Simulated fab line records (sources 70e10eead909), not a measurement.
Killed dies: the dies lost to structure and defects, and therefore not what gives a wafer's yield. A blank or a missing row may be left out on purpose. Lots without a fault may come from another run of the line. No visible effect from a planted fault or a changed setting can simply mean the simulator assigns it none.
Problem report in the 8D (eight disciplines) form, filled by code :: flow nand harc :: the parts of the form that need people (team, actions taken, sign-off) are left out

== 1. PROBLEM STATEMENT ==
run length s at NHARC_P_STI_ETCH_42 reads a mean of 69.3 s on 3 wafers of 2 lots; wafers without a fault read 82.4 s with a standard deviation of 0.44. That puts it -30 standard deviations away from the usual mean.
The step: etches the open film in N2/H2, target depth 80 nm, overetch 24 nm, time 61 s.
First seen on wafer L605.3, day 10 07:14, on rie diel-03. The record has a number at this step for 18 wafers belonging to 6 lots. Rule for "out", or "out of limits": more than 4 standard deviations from the usual mean. The other wafers with a number count as sound.

== 2. WHAT IT IS; WHAT IT IS NOT ==
question: which readings at this step
is: run length s
is not: chamber pressure mTorr, drypump motor current A, oes product au, rf vpp V, showerhead plenum p Torr, throttle valve pct

question: which lots
is: L605, L606
is not: L590, L592, L593, L610

question: which wafers of those lots
is: L605.3, L605.6, L606.1
is not: L605.4, L606.3, L606.5

question: read on which tools
is: rie diel-03
is not: rie diel-01, rie diel-02

question: when
is: from day 10 07:14
is not: up to then (10 sound wafers); but 5 sound wafers of L606, L610 came after

== 3. THE SUSPECTS, EACH WITH WHAT RULES IT OUT ==
Counting: if a tool at a process step up to the reading ran every lot that is out, it stays a suspect. Sound lots after the first of them don't rule it out here, since some wafers of a struck lot are sound.
- rie diel-03 at NHARC_P_STI_DESCUM_14 (chemistry O2, time 3 s): kept. It ran every lot that is out, first L605 (day 10 07:10); its last sound lot up to then is L592 (day 4 21:27).
- rie diel-03 at NHARC_P_STI_ETCH_42 (etches the open film in N2/H2, target depth 80 nm, overetch 24 nm, time 61 s): kept. It ran every lot that is out, first L605 (day 10 07:14); its last sound lot up to then is L592 (day 4 21:31). Its own readings are out on those wafers: run length s.
- Within rie diel-03 at NHARC_P_STI_DESCUM_14: the wafers that are out ran in chambers 0, 3; their sound lot-mates ran in chambers 1, 2.
- At NHARC_P_STI_ETCH_42, inside rie diel-03: chamber 0 took the wafers that are out, while their sound lot-mates went through chambers 1, 2, 3.
After counting, rie diel-03 at NHARC_P_STI_DESCUM_14 and rie diel-03 at NHARC_P_STI_ETCH_42 remain.

== 4. THE CAUSE (what the simulator had put in) ==
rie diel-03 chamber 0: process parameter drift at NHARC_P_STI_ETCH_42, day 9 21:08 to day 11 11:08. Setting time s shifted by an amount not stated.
Counting left 2 suspects, and this tool is among them.

== 5. THE CHAIN OF EFFECTS, in route order ==
Rows list readings where the struck wafers' mean (over those with a number) sits beyond 3 standard deviations from the usual. Scope: only readings with a usual standard deviation given in the record; hours: median across lots of the time from each lot's start at the first step in this table that gives one to its start at this step; sigmas: change in usual standard deviations.
hours: 0
step: NHARC_P_STI_ETCH_42
reading: run length s
usual: 82.4 s
on struck wafers: 69.3
change: -13.1
sigmas: -30
Its process steps:
- NHARC_P_STI_ETCH_42: etches the open film in N2/H2, target depth 80 nm, overetch 24 nm, time 61 s.
Readings that are blank on the struck wafers while sound wafers have them: rf fwd power W at NHARC_P_STI_ETCH_42.

== 6. HOW IT WOULD HAVE BEEN CAUGHT EARLIER ==
10 hours passed between the start of the fault at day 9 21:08 and the first reading out of limits in this record, taken at day 10 07:14.
